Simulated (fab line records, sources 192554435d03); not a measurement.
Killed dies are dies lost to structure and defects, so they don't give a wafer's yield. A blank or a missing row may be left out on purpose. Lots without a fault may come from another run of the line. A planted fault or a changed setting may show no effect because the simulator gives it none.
Chamber matching | flow n5_finfet | N5_BEOL_M10_ALD_74 on ald_metal-01: 4 sister chambers
The step deposits TaN, target thk 2 nm, pulse time 2 s, purge time 3 s. 18 wafers are shown with their chamber, then 9 later ones without.

WAFERS WITH THEIR CHAMBER
wafer  | chamber | heater_power_w (W) | mfc_carrier_sccm (sccm) | precursor_vessel_carrier_sccm (sccm)
L075.1 | 0       | 337                | 1510                    | 1001.4
L075.2 | 1       | 424                | 1497                    | 1004.0
L075.6 | 1       | 442                | 1496                    | 1005.0
L080.3 | 1       | 420                | 1503                    | 999.0
L080.4 | 0       | 328                | 1502                    | 998.5
L080.5 | 1       | 417                | 1497                    | 999.4
L079.1 | 3       | 480                | 1502                    | 1006.5
L079.4 | 0       | 355                | 1496                    | 1004.7
L079.5 | 3       | 479                | 1497                    | 1003.6
L083.2 | 3       | 476                | 1502                    | 999.0
L083.4 | 2       | 301                | 1503                    | 1002.2
L083.6 | 3       | 494                | 1507                    | 997.0
L090.1 | 2       | 302                | 1503                    | 999.8
L090.2 | 1       | 426                | 1499                    | 998.8
L090.3 | 0       | 339                | 1500                    | 1002.6
L092.2 | 2       | 294                | 1495                    | 1001.0
L092.4 | 3       | 478                | 1497                    | 1000.9
L092.5 | 3       | 488                | 1494                    | 999.0

SIGNATURES (means of the wafers above)
reading                       | chamber 0 | chamber 1 | chamber 2 | chamber 3 | scatter within a chamber
heater_power_w                | 339.75    | 425.80    | 299.00    | 482.50    | 8.61
mfc_carrier_sccm              | 1502.00   | 1498.40   | 1500.33   | 1499.83   | 4.54
precursor_vessel_carrier_sccm | 1001.800  | 1001.240  | 1001.000  | 1001.000  | 2.93
Rule: a wafer's distance from a chamber is the root of the sum, over the readings, of the square of ((its reading less the chamber's mean) divided by the reading's scatter). The wafer belongs to the nearest chamber; if the next one is less than 2 further off, it can't be placed. The scatter: the root of (the sum of the squares of (reading less its chamber's mean) over the shown wafers, divided by (wafers less chambers)).

WAFERS WITHOUT THEIR CHAMBER
wafer  | heater_power_w (W) | mfc_carrier_sccm (sccm) | precursor_vessel_carrier_sccm (sccm)
L089.1 | 468                | 1500                    | 1001.3
L089.3 | 305                | 1491                    | 999.8
L089.4 | 427                | 1498                    | 999.9
L095.4 | 432                | 1500                    | 996.8
L095.5 | 338                | 1503                    | 998.3
L095.6 | 425                | 1497                    | 1004.5
L097.1 | 300                | 1496                    | 1001.2
L097.4 | 429                | 1499                    | 1001.8
L097.5 | 304                | 1499                    | 1001.1

WHICH CHAMBER EACH WENT THROUGH
wafer  | from the rows above | in truth
L089.1 | 3                   | 3
L089.3 | 2                   | 2
L089.4 | 1                   | 1
L095.4 | 1                   | 1
L095.5 | 0                   | 0
L095.6 | 1                   | 1
L097.1 | 2                   | 2
L097.4 | 1                   | 1
L097.5 | 2                   | 2
Placed correctly: 9 of 9. Can't be placed from these rows: 0. Placed wrongly: 0.
